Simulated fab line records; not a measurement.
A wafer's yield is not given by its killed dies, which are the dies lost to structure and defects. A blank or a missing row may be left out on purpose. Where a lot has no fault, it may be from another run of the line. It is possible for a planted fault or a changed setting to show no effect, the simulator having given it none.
Matching of chambers || flow n5_finfet || N5_BEOL_M9_DESCUM_33 on rie_diel-03 has 4 sister chambers
The step chemistry O2, time 7 s. 4 wafers are shown with their chamber, then 11 later ones without.

## WAFERS WITH THEIR CHAMBER
{"wafer": "L086.4", "chamber": 3, "drypump_motor_current_A (A)": 5.3}
{"wafer": "L088.2", "chamber": 1, "drypump_motor_current_A (A)": 6.2}
{"wafer": "L088.4", "chamber": 2, "drypump_motor_current_A (A)": 5.5}
{"wafer": "L090.4", "chamber": 0, "drypump_motor_current_A (A)": 5.4}

## WAFERS WITH NO CHAMBER GIVEN
{"wafer": "L090.5", "drypump_motor_current_A (A)": 5.4}
{"wafer": "L090.6", "drypump_motor_current_A (A)": 5.2}
{"wafer": "L092.1", "drypump_motor_current_A (A)": 5.4}
{"wafer": "L092.2", "drypump_motor_current_A (A)": 5.2}
{"wafer": "L092.4", "drypump_motor_current_A (A)": 6.2}
{"wafer": "L094.4", "drypump_motor_current_A (A)": 5.5}
{"wafer": "L094.5", "drypump_motor_current_A (A)": 5.2}
{"wafer": "L094.6", "drypump_motor_current_A (A)": 5.4}
{"wafer": "L097.3", "drypump_motor_current_A (A)": 5.4}
{"wafer": "L097.4", "drypump_motor_current_A (A)": 6.2}
{"wafer": "L097.6", "drypump_motor_current_A (A)": 5.2}

## THE CHAMBER EACH PASSED THROUGH
{"wafer": "L090.5", "from the rows above": "can't be placed: 0 or 2 or 3", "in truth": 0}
{"wafer": "L090.6", "from the rows above": "can't be placed: 3 or 0", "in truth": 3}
{"wafer": "L092.1", "from the rows above": "can't be placed: 0 or 2 or 3", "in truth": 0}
{"wafer": "L092.2", "from the rows above": "can't be placed: 3 or 0", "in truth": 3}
{"wafer": "L092.4", "from the rows above": 1, "in truth": 1}
{"wafer": "L094.4", "from the rows above": "can't be placed: 2 or 0", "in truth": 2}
{"wafer": "L094.5", "from the rows above": "can't be placed: 3 or 0", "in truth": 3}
{"wafer": "L094.6", "from the rows above": "can't be placed: 0 or 2 or 3", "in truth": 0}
{"wafer": "L097.3", "from the rows above": "can't be placed: 0 or 2 or 3", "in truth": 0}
{"wafer": "L097.4", "from the rows above": 1, "in truth": 1}
{"wafer": "L097.6", "from the rows above": "can't be placed: 3 or 0", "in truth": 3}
Placed correctly: 2 of 11. Can't be placed from these rows: 9 (the true chamber is among the candidates in 9). Placed wrongly: 0.
How it was worked out, from the rows above alone: a wafer's distance from a chamber is the root of the sum, over the readings, of the square of ((its reading less the chamber's mean) divided by the reading's scatter). The wafer belongs to the nearest chamber; if the next one is less than 2 further off, it can't be placed. The mean given for a chamber averages the wafers shown for that chamber. The scatter (one wafer shown for each chamber): square how far every hidden wafer sits from the nearest shown wafer, average those squares and take the square root.
